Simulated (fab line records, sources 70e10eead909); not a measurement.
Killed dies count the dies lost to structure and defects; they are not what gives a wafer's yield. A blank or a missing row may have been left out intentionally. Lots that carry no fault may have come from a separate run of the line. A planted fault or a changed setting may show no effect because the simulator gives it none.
Which of the tools did it? :: flow nandHarc :: 33 wafers from 11 lots sampled at 6 of the route's 1159 steps

== WHAT EACH GAUGE READ, for each wafer ==
NHARC_A_CONTACT_CD_MEAS_42 targets a cd of 200 nm. Usual: 199.7 nm for cdNm, sd 0.49.
lot: L663
measured: day 17 04:56
on: cdSem-02
cdNm (nm): 200.2 199.6 199.5
flag: 

lot: L670
measured: day 17 17:39
on: cdSem-02
cdNm (nm): 199.3 199.1 200.1
flag: 

lot: L669
measured: day 17 21:58
on: cdSem-02
cdNm (nm): 199.4 199.1 199.1
flag: 

lot: L672
measured: day 18 18:56
on: cdSem-02
cdNm (nm): 199.5 199.7 198.7
flag: 

lot: L673
measured: day 19 05:08
on: cdSem-02
cdNm (nm): 200.0 199.7 199.4
flag: 

lot: L679
measured: day 20 12:53
on: cdSem-02
cdNm (nm): 210.6 210.1 210.4 210.6 210.3 210.4
flag: OFF

lot: L681
measured: day 20 19:22
on: cdSem-03
cdNm (nm): 207.0 207.7 206.3 207.1 207.5 206.6
flag: OFF

lot: L680
measured: day 20 18:57
on: cdSem-03
cdNm (nm): 208.6 208.2 208.6 208.5 208.2 208.8
flag: OFF

lot: L684
measured: day 21 20:17
on: cdSem-01
cdNm (nm): 199.3 199.4 198.6
flag: 

lot: L685
measured: day 21 16:19
on: cdSem-02
cdNm (nm): 200.6 199.7 200.2
flag: 

lot: L686
measured: day 22 06:12
on: cdSem-03
cdNm (nm): 199.8 199.4 199.8
flag: 

NHARC_END_SORT_01. Usual: killedAtArray 29, standard deviation 11; killedAtOther 0.5, standard deviation 0.8; killedAtPeriphery 3.5, standard deviation 2.8; killedDies 33, standard deviation 12; killedOpen 3.1, standard deviation 1.8; killedShort 1.8, standard deviation 1.4.
lot: L679
measured: day 23 14:38
on: prober-02
killedAtArray: 34
killedAtOther: 0
killedAtPeriphery: 6
killedDies: 40
killedOpen: 11
killedShort: 3
flag: OFF

lot: L681
measured: day 24 19:37
on: prober-01
killedAtArray: 31 16 21
killedAtOther: 1 2 0
killedAtPeriphery: 3 2 3
killedDies: 35 20 24
killedOpen: 7 3 3
killedShort: 4 1 4
flag: 

== WHAT TOOL EACH LOT RAN ON (gives the tool, then ch and the chambers of the sampled wafers, and finally the start) ==
lot: L663
NHARC_A_WL_FILL_STRIP_29: rieDiel-04 ch 0,1,3, day 16 11:58
NHARC_A_WL_FILL_ETCHBACK_26: rieSi-02 ch 0,1,2, day 16 17:28
NHARC_A_WL_FILL_ALD_19: aldMetal-04 ch 1,2,3, day 16 17:43
NHARC_A_CONTACT_EXPOSE_39: arfiScanner-03 ch 0, day 17 04:47

lot: L670
NHARC_A_WL_FILL_STRIP_29: rieDiel-04 ch 0,1,3, day 16 20:56
NHARC_A_WL_FILL_ETCHBACK_26: rieSi-02 ch 0,1,2, day 17 02:26
NHARC_A_WL_FILL_ALD_19: aldMetal-04 ch 0,2,3, day 17 02:41
NHARC_A_CONTACT_EXPOSE_39: arfiScanner-03 ch 0, day 17 17:31

lot: L669
NHARC_A_WL_FILL_STRIP_29: rieDiel-09 ch 0,1,2, day 16 21:22
NHARC_A_WL_FILL_ETCHBACK_26: rieSi-01 ch 2,3, day 17 02:26
NHARC_A_WL_FILL_ALD_19: aldMetal-02 ch 1,2,3, day 17 02:47
NHARC_A_CONTACT_EXPOSE_39: arfiScanner-02 ch 0, day 17 21:50

lot: L672
NHARC_A_WL_FILL_STRIP_29: rieDiel-09 ch 0,3, day 18 03:53
NHARC_A_WL_FILL_ETCHBACK_26: rieSi-01 ch 0,2, day 18 09:22
NHARC_A_WL_FILL_ALD_19: aldMetal-01 ch 1,3, day 18 09:39
NHARC_A_CONTACT_EXPOSE_39: arfiScanner-01 ch 0, day 18 18:49

lot: L673
NHARC_A_WL_FILL_STRIP_29: rieDiel-04 ch 0,1, day 18 11:13
NHARC_A_WL_FILL_ETCHBACK_26: rieSi-02 ch 0,1, day 18 16:43
NHARC_A_WL_FILL_ALD_19: aldMetal-04 ch 1,3, day 18 17:01
NHARC_A_CONTACT_EXPOSE_39: arfiScanner-01 ch 0, day 19 05:00

lot: L679
NHARC_A_WL_FILL_STRIP_29: rieDiel-08 ch 2,3, day 19 18:22
NHARC_A_WL_FILL_ETCHBACK_26: rieSi-03 ch 1,2, day 19 23:32
NHARC_A_WL_FILL_ALD_19: aldMetal-04 ch 0,2,3, day 19 23:48
NHARC_A_CONTACT_EXPOSE_39: arfiScanner-03 ch 0, day 20 12:45

lot: L681
NHARC_A_WL_FILL_STRIP_29: rieDiel-09 ch 0,2,3, day 20 04:01
NHARC_A_WL_FILL_ETCHBACK_26: rieSi-02 ch 0,2,3, day 20 09:31
NHARC_A_WL_FILL_ALD_19: aldMetal-02 ch 2,3, day 20 09:47
NHARC_A_CONTACT_EXPOSE_39: arfiScanner-03 ch 0, day 20 19:14

lot: L680
NHARC_A_WL_FILL_STRIP_29: rieDiel-08 ch 0,2,3, day 20 04:01
NHARC_A_WL_FILL_ETCHBACK_26: rieSi-03 ch 0,1, day 20 09:30
NHARC_A_WL_FILL_ALD_19: aldMetal-04 ch 2,3, day 20 09:46
NHARC_A_CONTACT_EXPOSE_39: arfiScanner-03 ch 0, day 20 18:49

lot: L684
NHARC_A_WL_FILL_STRIP_29: rieDiel-08 ch 0,1,3, day 20 18:25
NHARC_A_WL_FILL_ETCHBACK_26: rieSi-02 ch 2,3, day 20 23:54
NHARC_A_WL_FILL_ALD_19: aldMetal-02 ch 0,1,3, day 21 00:14
NHARC_A_CONTACT_EXPOSE_39: arfiScanner-02 ch 0, day 21 20:09

lot: L685
NHARC_A_WL_FILL_STRIP_29: rieDiel-08 ch 2,3, day 20 19:24
NHARC_A_WL_FILL_ETCHBACK_26: rieSi-03 ch 1,2, day 20 23:55
NHARC_A_WL_FILL_ALD_19: aldMetal-04 ch 0,1, day 21 00:11
NHARC_A_CONTACT_EXPOSE_39: arfiScanner-02 ch 0, day 21 16:11

lot: L686
NHARC_A_WL_FILL_STRIP_29: rieDiel-04 ch 0,1,2, day 21 14:26
NHARC_A_WL_FILL_ETCHBACK_26: rieSi-02 ch 1,2, day 21 19:39
NHARC_A_WL_FILL_ALD_19: aldMetal-02 ch 0,2,3, day 21 19:59
NHARC_A_CONTACT_EXPOSE_39: arfiScanner-01 ch 0, day 22 06:04
- NHARC_A_WL_FILL_STRIP_29: strips in O2, time 20 s.
- NHARC_A_WL_FILL_ETCHBACK_26: etches the open film in HBr, target depth 52 nm, time 13.3 s.
- NHARC_A_WL_FILL_ALD_19: deposits TiN, target thk 2 nm, pulse time 3 s, ald cycles 100.
- NHARC_A_CONTACT_EXPOSE_39: exposes mask A CC 3.

== AS READ BY THE TOOLS THEMSELVES (means over the sampled wafers that have a number; for cases with no such wafer, the mark the record gives instead) ==
NHARC_A_WL_FILL_STRIP_29. Usual: drypumpMotorCurrentA 5.8 A, standard deviation 0.53; mfcArSccm 0.007 sccm, standard deviation 0.0094; oesProductAu 0.997 a.u., standard deviation 0.0095; rfVppV 58.0 V, standard deviation 0.87; showerheadPlenumPTorr 3.61 Torr, standard deviation 0.12; throttleValvePct 17.037 %, standard deviation 0.0088.
lot: L663
tool: rieDiel-04
drypumpMotorCurrentA (A): 5.9
mfcArSccm (sccm): 0.006
oesProductAu (a.u.): 1.005
rfVppV (V): 58.1
showerheadPlenumPTorr (Torr): 3.55
throttleValvePct (%): 17.040
flag: 

lot: L670
tool: rieDiel-04
drypumpMotorCurrentA (A): 5.9
mfcArSccm (sccm): 0.006
oesProductAu (a.u.): 0.992
rfVppV (V): 57.9
showerheadPlenumPTorr (Torr): 3.55
throttleValvePct (%): 17.038
flag: 

lot: L669
tool: rieDiel-09
drypumpMotorCurrentA (A): 5.7
mfcArSccm (sccm): 0.005
oesProductAu (a.u.): 0.999
rfVppV (V): 57.9
showerheadPlenumPTorr (Torr): 3.62
throttleValvePct (%): 17.039
flag: 

lot: L672
tool: rieDiel-09
drypumpMotorCurrentA (A): 6.5
mfcArSccm (sccm): 0.005
oesProductAu (a.u.): 1.001
rfVppV (V): 57.7
showerheadPlenumPTorr (Torr): 3.42
throttleValvePct (%): 17.031
flag: 

lot: L673
tool: rieDiel-04
drypumpMotorCurrentA (A): 6.3
mfcArSccm (sccm): 0.011
oesProductAu (a.u.): 0.995
rfVppV (V): 58.0
showerheadPlenumPTorr (Torr): 3.47
throttleValvePct (%): 17.039
flag: 

lot: L679
tool: rieDiel-08
drypumpMotorCurrentA (A): 6.0
mfcArSccm (sccm): 0.009
oesProductAu (a.u.): 0.991
rfVppV (V): 58.0
showerheadPlenumPTorr (Torr): 3.61
throttleValvePct (%): 17.039
flag: 

lot: L681
tool: rieDiel-09
drypumpMotorCurrentA (A): 5.9
mfcArSccm (sccm): 0.005
oesProductAu (a.u.): 0.998
rfVppV (V): 57.3
showerheadPlenumPTorr (Torr): 3.55
throttleValvePct (%): 17.043
flag: 

lot: L680
tool: rieDiel-08
drypumpMotorCurrentA (A): 5.7
mfcArSccm (sccm): 0.007
oesProductAu (a.u.): 0.996
rfVppV (V): 57.9
showerheadPlenumPTorr (Torr): 3.66
throttleValvePct (%): 17.035
flag: 

lot: L684
tool: rieDiel-08
drypumpMotorCurrentA (A): 5.8
mfcArSccm (sccm): 0.012
oesProductAu (a.u.): 1.001
rfVppV (V): 59.0
showerheadPlenumPTorr (Torr): 3.66
throttleValvePct (%): 17.029
flag: 

lot: L685
tool: rieDiel-08
drypumpMotorCurrentA (A): 5.6
mfcArSccm (sccm): 0.011
oesProductAu (a.u.): 1.002
rfVppV (V): 58.3
showerheadPlenumPTorr (Torr): 3.61
throttleValvePct (%): 17.037
flag: 

lot: L686
tool: rieDiel-04
drypumpMotorCurrentA (A): 5.8
mfcArSccm (sccm): 0.006
oesProductAu (a.u.): 0.988
rfVppV (V): 58.0
showerheadPlenumPTorr (Torr): 3.55
throttleValvePct (%): 17.030
flag: 

NHARC_A_WL_FILL_ETCHBACK_26. Usual: drypumpMotorCurrentA 5.9 A, standard deviation 0.4; oesProductAu 0.999 a.u., standard deviation 0.01; throttleValvePct 23.267 %, standard deviation 0.0093.
lot: L663
tool: rieSi-02
drypumpMotorCurrentA (A): 6.1
oesProductAu (a.u.): 1.007
throttleValvePct (%): 23.260
flag: 

lot: L670
tool: rieSi-02
drypumpMotorCurrentA (A): 6.1
oesProductAu (a.u.): 1.007
throttleValvePct (%): 23.274
flag: 

lot: L669
tool: rieSi-01
drypumpMotorCurrentA (A): 5.4
oesProductAu (a.u.): 0.990
throttleValvePct (%): 23.273
flag: 

lot: L672
tool: rieSi-01
drypumpMotorCurrentA (A): 5.9
oesProductAu (a.u.): 0.991
throttleValvePct (%): 23.262
flag: 

lot: L673
tool: rieSi-02
drypumpMotorCurrentA (A): 6.2
oesProductAu (a.u.): 1.018
throttleValvePct (%): 23.263
flag: 

lot: L679
tool: rieSi-03
drypumpMotorCurrentA (A): 5.2
oesProductAu (a.u.): 0.986
throttleValvePct (%): 23.259
flag: 

lot: L681
tool: rieSi-02
drypumpMotorCurrentA (A): 5.9
oesProductAu (a.u.): 1.005
throttleValvePct (%): 23.272
flag: 

lot: L680
tool: rieSi-03
drypumpMotorCurrentA (A): 6.0
oesProductAu (a.u.): 0.999
throttleValvePct (%): 23.274
flag: 

lot: L684
tool: rieSi-02
drypumpMotorCurrentA (A): 5.9
oesProductAu (a.u.): 1.002
throttleValvePct (%): 23.274
flag: 

lot: L685
tool: rieSi-03
drypumpMotorCurrentA (A): 5.2
oesProductAu (a.u.): 0.989
throttleValvePct (%): 23.262
flag: 

lot: L686
tool: rieSi-02
drypumpMotorCurrentA (A): 6.3
oesProductAu (a.u.): 1.007
throttleValvePct (%): 23.275
flag: 

NHARC_A_WL_FILL_ALD_19. Usual: heaterPowerW 1107 W, standard deviation 88; precursorPulseHeightRel 1.001, standard deviation 0.022.
lot: L663
tool: aldMetal-04
heaterPowerW (W): 1151
precursorPulseHeightRel: 1.003
flag: 

lot: L670
tool: aldMetal-04
heaterPowerW (W): 1151
precursorPulseHeightRel: 1.016
flag: 

lot: L669
tool: aldMetal-02
heaterPowerW (W): 1097
precursorPulseHeightRel: 0.976
flag: 

lot: L672
tool: aldMetal-01
heaterPowerW (W): 1072
precursorPulseHeightRel: 1.020
flag: 

lot: L673
tool: aldMetal-04
heaterPowerW (W): 1127
precursorPulseHeightRel: 0.977
flag: 

lot: L679
tool: aldMetal-04
heaterPowerW (W): 1150
precursorPulseHeightRel: 1.002
flag: 

lot: L681
tool: aldMetal-02
heaterPowerW (W): 1118
precursorPulseHeightRel: 1.001
flag: 

lot: L680
tool: aldMetal-04
heaterPowerW (W): 1205
precursorPulseHeightRel: 1.016
flag: 

lot: L684
tool: aldMetal-02
heaterPowerW (W): 1075
precursorPulseHeightRel: 1.003
flag: 

lot: L685
tool: aldMetal-04
heaterPowerW (W): 1110
precursorPulseHeightRel: 1.020
flag: 

lot: L686
tool: aldMetal-02
heaterPowerW (W): 1037
precursorPulseHeightRel: 1.031
flag: 

NHARC_A_CONTACT_EXPOSE_39. Usual: 58.78 for exposureDoseMJCm2, sd 0.056.
lot: L663
tool: arfiScanner-03
exposureDoseMJCm2: 58.77
flag: 

lot: L670
tool: arfiScanner-03
exposureDoseMJCm2: 58.72
flag: 

lot: L669
tool: arfiScanner-02
exposureDoseMJCm2: 58.73
flag: 

lot: L672
tool: arfiScanner-01
exposureDoseMJCm2: 58.78
flag: 

lot: L673
tool: arfiScanner-01
exposureDoseMJCm2: 58.71
flag: 

lot: L679
tool: arfiScanner-03
exposureDoseMJCm2: 72.28
flag: OFF

lot: L681
tool: arfiScanner-03
exposureDoseMJCm2: 67.35
flag: OFF

lot: L680
tool: arfiScanner-03
exposureDoseMJCm2: 69.58
flag: OFF

lot: L684
tool: arfiScanner-02
exposureDoseMJCm2: 58.77
flag: 

lot: L685
tool: arfiScanner-02
exposureDoseMJCm2: 58.71
flag: 

lot: L686
tool: arfiScanner-01
exposureDoseMJCm2: 58.72
flag: 

== THE ANSWER, worked out from the rows above alone ==
Rule: a lot counts as off when the mean over its wafers that have a number is more than 3 standard deviations away from the usual mean. Also off: a lot with no number at a reading for which 4 or more lots have one. The other lots that the step has rows for count as sound. Order of review: gauges by route order, followed by the tools' own readings, for which a lot's mean as printed above is used. The first step at which some lot is off is used, and at that step the reading that is off furthest; a lot without a number counts as furthest.
Off: L679, L681, L680, at NHARC_A_CONTACT_CD_MEAS_42 (cdNm).
A tool fits if, at a process step before that reading, it ran every lot that is off, and no sound lot after the first of them. Not tried: the gauges at NHARC_A_CONTACT_CD_MEAS_42; whatever is off there is also off at NHARC_A_CONTACT_EXPOSE_39, on other tools, and gauge error can't account for it. One fits: NHARC_A_CONTACT_EXPOSE_39 on arfiScanner-03. A fault onset in the window from L670 (day 17 17:31, its last sound lot) to L679 (day 20 12:45, its first lot off) fits.
On the lots that are off, the tool's own readings at NHARC_A_CONTACT_EXPOSE_39 differ by more than 5 times the standard deviation of the sound lots' means, which bears it out; exposureDoseMJCm2 reads 69.74 there versus 58.74 on the sound lots.

== WHAT WAS PUT IN BY THE SIMULATOR ==
Process parameters drifting: arfiScanner-03 at NHARC_A_CONTACT_EXPOSE_39, beginning at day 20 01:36. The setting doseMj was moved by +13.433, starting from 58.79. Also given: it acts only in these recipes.
Lots struck among those shown: L679, L680, L681. The same result came from the rule above.
